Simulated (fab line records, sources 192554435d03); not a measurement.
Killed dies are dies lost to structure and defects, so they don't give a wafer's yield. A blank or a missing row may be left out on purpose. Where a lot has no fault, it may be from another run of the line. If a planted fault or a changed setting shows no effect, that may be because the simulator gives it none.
Chamber matching || flow n5 finfet || N5_BEOL_M6_ETCH_65 on rie diel-06: 4 sister chambers
The step etches SiARC in CF4, target depth 15.6 nm, time 26 s. 4 wafers are shown with their chamber, then 7 later ones without.

WAFERS, EACH WITH ITS CHAMBER
{"wafer": "L545.6", "chamber": 1, "drypump motor current A (A)": 5.4}
{"wafer": "L557.3", "chamber": 0, "drypump motor current A (A)": 5.0}
{"wafer": "L558.1", "chamber": 2, "drypump motor current A (A)": 5.2}
{"wafer": "L558.4", "chamber": 3, "drypump motor current A (A)": 4.9}

WAFERS WITH NO CHAMBER GIVEN
{"wafer": "L558.5", "drypump motor current A (A)": 4.9}
{"wafer": "L559.1", "drypump motor current A (A)": 4.9}
{"wafer": "L559.2", "drypump motor current A (A)": 5.4}
{"wafer": "L559.6", "drypump motor current A (A)": 5.4}
{"wafer": "L560.1", "drypump motor current A (A)": 5.2}
{"wafer": "L560.3", "drypump motor current A (A)": 5.3}
{"wafer": "L560.5", "drypump motor current A (A)": 5.3}

WHICH CHAMBER EACH ONE RAN IN
{"wafer": "L558.5", "from the rows above": "can't be placed: 3 or 0", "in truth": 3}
{"wafer": "L559.1", "from the rows above": "can't be placed: 3 or 0", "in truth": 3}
{"wafer": "L559.2", "from the rows above": 1, "in truth": 1}
{"wafer": "L559.6", "from the rows above": 1, "in truth": 1}
{"wafer": "L560.1", "from the rows above": 2, "in truth": 2}
{"wafer": "L560.3", "from the rows above": "can't be placed: 2 or 1", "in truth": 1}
{"wafer": "L560.5", "from the rows above": "can't be placed: 2 or 1", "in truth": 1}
Correct placement for 3 of the 7. From these rows, 4 cannot be placed; in 4 the true chamber is one of the candidates. Wrongly placed: 0.
How it was worked out, from the rows above alone: a wafer's distance from a chamber is the root of the sum, over the readings, of the square of ((its reading less the chamber's mean) divided by the reading's scatter). The wafer belongs to the nearest chamber; if the next one is less than 2 further off, it can't be placed. A chamber's mean is the mean of its shown wafers. The scatter (one wafer shown for each chamber): square how far every hidden wafer sits from the nearest shown wafer, average those squares and take the square root.
